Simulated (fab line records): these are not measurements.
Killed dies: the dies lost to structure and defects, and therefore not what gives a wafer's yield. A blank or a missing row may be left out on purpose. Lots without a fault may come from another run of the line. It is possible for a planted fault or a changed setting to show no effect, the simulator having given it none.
Split-lot study || flow n5-finfet || on a route of 1938 steps: 7 lots, 21 wafers read

THE SPLIT
At N5_GATE_CUT_EXPOSE_10 (exposes mask GATE CUT, target cd 20 nm), the setting dose-mj was moved away from the recipe's 43.25 on 8 of the 21 wafers read, by -5.0% to +7.3%. The other wafers ran this setting at the recipe's value.

FROM THE SPLIT TO THE READING: what the file shows between them, 2 steps
- N5_GATE_CUT_PEB_11: peb time 60 s
- N5_GATE_CUT_DEVELOP_12: develop time 30 s

THE READING
cd-nm, in nm, at N5_GATE_CUT_CD_MEAS_13 (target cd 20 nm). On this fab line, fault-free wafers typically give 20.02 nm with a standard deviation of 0.28 nm.

{"wafer": "L074.1", "tool, chamber at the split": "euv-scanner-01, 0", "dose-mj as run": 43.25, "against the recipe": "recipe", "cd-nm, nm": 20.44, "against lot-mates on the recipe": "-"}
{"wafer": "L074.2", "tool, chamber at the split": "euv-scanner-01, 0", "dose-mj as run": 41.1, "against the recipe": "-5.0%", "cd-nm, nm": 19.13, "against lot-mates on the recipe": -1.36}
{"wafer": "L074.3", "tool, chamber at the split": "euv-scanner-01, 0", "dose-mj as run": 43.25, "against the recipe": "recipe", "cd-nm, nm": 20.53, "against lot-mates on the recipe": "-"}
{"wafer": "L076.1", "tool, chamber at the split": "euv-scanner-02, 0", "dose-mj as run": 46.25, "against the recipe": "+6.9%", "cd-nm, nm": 21.53, "against lot-mates on the recipe": "+1.49"}
{"wafer": "L076.5", "tool, chamber at the split": "euv-scanner-02, 0", "dose-mj as run": 43.25, "against the recipe": "recipe", "cd-nm, nm": 20.04, "against lot-mates on the recipe": "-"}
{"wafer": "L076.6", "tool, chamber at the split": "euv-scanner-02, 0", "dose-mj as run": 46.25, "against the recipe": "+6.9%", "cd-nm, nm": 21.66, "against lot-mates on the recipe": "+1.62"}
{"wafer": "L080.2", "tool, chamber at the split": "euv-scanner-02, 0", "dose-mj as run": 43.25, "against the recipe": "recipe", "cd-nm, nm": 19.78, "against lot-mates on the recipe": "-"}
{"wafer": "L080.4", "tool, chamber at the split": "euv-scanner-02, 0", "dose-mj as run": 45.75, "against the recipe": "+5.8%", "cd-nm, nm": 20.82, "against lot-mates on the recipe": "+1.04"}
{"wafer": "L080.5", "tool, chamber at the split": "euv-scanner-02, 0", "dose-mj as run": 45.75, "against the recipe": "+5.8%", "cd-nm, nm": 21.38, "against lot-mates on the recipe": "+1.60"}
{"wafer": "L089.2", "tool, chamber at the split": "euv-scanner-01, 0", "dose-mj as run": 43.25, "against the recipe": "recipe", "cd-nm, nm": 20.04, "against lot-mates on the recipe": "-"}
{"wafer": "L089.4", "tool, chamber at the split": "euv-scanner-01, 0", "dose-mj as run": 43.25, "against the recipe": "recipe", "cd-nm, nm": 20.08, "against lot-mates on the recipe": "-"}
{"wafer": "L089.6", "tool, chamber at the split": "euv-scanner-01, 0", "dose-mj as run": 43.25, "against the recipe": "recipe", "cd-nm, nm": 20.00, "against lot-mates on the recipe": "-"}
{"wafer": "L090.2", "tool, chamber at the split": "euv-scanner-01, 0", "dose-mj as run": 43.25, "against the recipe": "recipe", "cd-nm, nm": 20.07, "against lot-mates on the recipe": "-"}
{"wafer": "L090.3", "tool, chamber at the split": "euv-scanner-01, 0", "dose-mj as run": 43.25, "against the recipe": "recipe", "cd-nm, nm": 19.96, "against lot-mates on the recipe": "-"}
{"wafer": "L090.4", "tool, chamber at the split": "euv-scanner-01, 0", "dose-mj as run": 43.25, "against the recipe": "recipe", "cd-nm, nm": 19.99, "against lot-mates on the recipe": "-"}
{"wafer": "L092.1", "tool, chamber at the split": "euv-scanner-01, 0", "dose-mj as run": 43.25, "against the recipe": "recipe", "cd-nm, nm": 19.77, "against lot-mates on the recipe": "-"}
{"wafer": "L092.2", "tool, chamber at the split": "euv-scanner-01, 0", "dose-mj as run": 44.72, "against the recipe": "+3.4%", "cd-nm, nm": 20.60, "against lot-mates on the recipe": "+0.92"}
{"wafer": "L092.6", "tool, chamber at the split": "euv-scanner-01, 0", "dose-mj as run": 43.25, "against the recipe": "recipe", "cd-nm, nm": 19.59, "against lot-mates on the recipe": "-"}
{"wafer": "L093.2", "tool, chamber at the split": "euv-scanner-02, 0", "dose-mj as run": 43.25, "against the recipe": "recipe", "cd-nm, nm": 19.59, "against lot-mates on the recipe": "-"}
{"wafer": "L093.3", "tool, chamber at the split": "euv-scanner-02, 0", "dose-mj as run": 46.42, "against the recipe": "+7.3%", "cd-nm, nm": 21.62, "against lot-mates on the recipe": "+2.03"}
{"wafer": "L093.6", "tool, chamber at the split": "euv-scanner-02, 0", "dose-mj as run": 46.42, "against the recipe": "+7.3%", "cd-nm, nm": 21.10, "against lot-mates on the recipe": "+1.51"}

FIT RESULTS
A straight line over all 21 wafers: cd-nm changes by +0.199 nm for each +1% of dose-mj; r = +0.93; the points scatter about the line by 0.27 nm.
The same after taking each lot's own level away (the mean of its wafers on the recipe; 21 wafers): +0.239 nm for each +1%; r = +0.99; scatter 0.14 nm.
On that fit, the largest move of dose-mj shifts the reading by 1.8 nm.
Across the lots, their own levels run from 19.590 to 20.485 nm, a range of 3.2 times the standard deviation given above.
Hence the slope depends on the lot-to-lot level, as the two fits are not the same.
Check: +1.67 nm against its lot-mates is what the line predicts for one of the wafers moved furthest among these (+7.3%) when that wafer is left out of the fit. It came out at +2.03 nm against them.

THE OTHER SPLITS THESE WAFERS WENT THROUGH
Other splits were also applied to these wafers ahead of the reading. Each is held against what the fit with the lots' levels taken away leaves over:
{"other split on the same wafers": "N5_HKMG_FIN_ETCH_55 bias-w", "wafers away from the commonest value": 5, "r with cd-nm (lot level and that fit taken away)": "+0.24"}

THE WHOLE CHAIN: every reading that the file lists as answering this split, in the file's order
{"step": "N5_GATE_CUT_CD_MEAS_13", "what it does": "target cd 20 nm", "reading": "cd-nm", "change (the file's fit)": "+0.24 nm for each +1% of the setting", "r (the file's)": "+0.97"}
{"step": "N5_GATE_CUT_DESCUM_18", "what it does": "chemistry O2, time 7 s", "reading": "GATE_CUT.cd-nm (the simulator's own value, which no gauge read)", "change (the file's fit)": "+0.187 nm for each +1% of the setting", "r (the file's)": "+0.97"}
{"step": "N5_GATE_CUT_ETCH_28", "what it does": "etches underlayer in N2/H2, target depth 13 nm, time 10.4 s", "reading": "GATE_CUT.cd-nm (the simulator's own value, which no gauge read)", "change (the file's fit)": "+0.197 nm for each +1% of the setting", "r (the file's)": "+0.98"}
{"step": "N5_GATE_CUT_ETCH_36", "what it does": "etches SiARC in CF4, target depth 13 nm, time 21.7 s", "reading": "GATE_CUT.cd-nm (the simulator's own value, which no gauge read)", "change (the file's fit)": "+0.182 nm for each +1% of the setting", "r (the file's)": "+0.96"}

THE FILE'S OWN FIT
cd-nm changes by +0.24 nm for each +1% of dose-mj, r = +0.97.
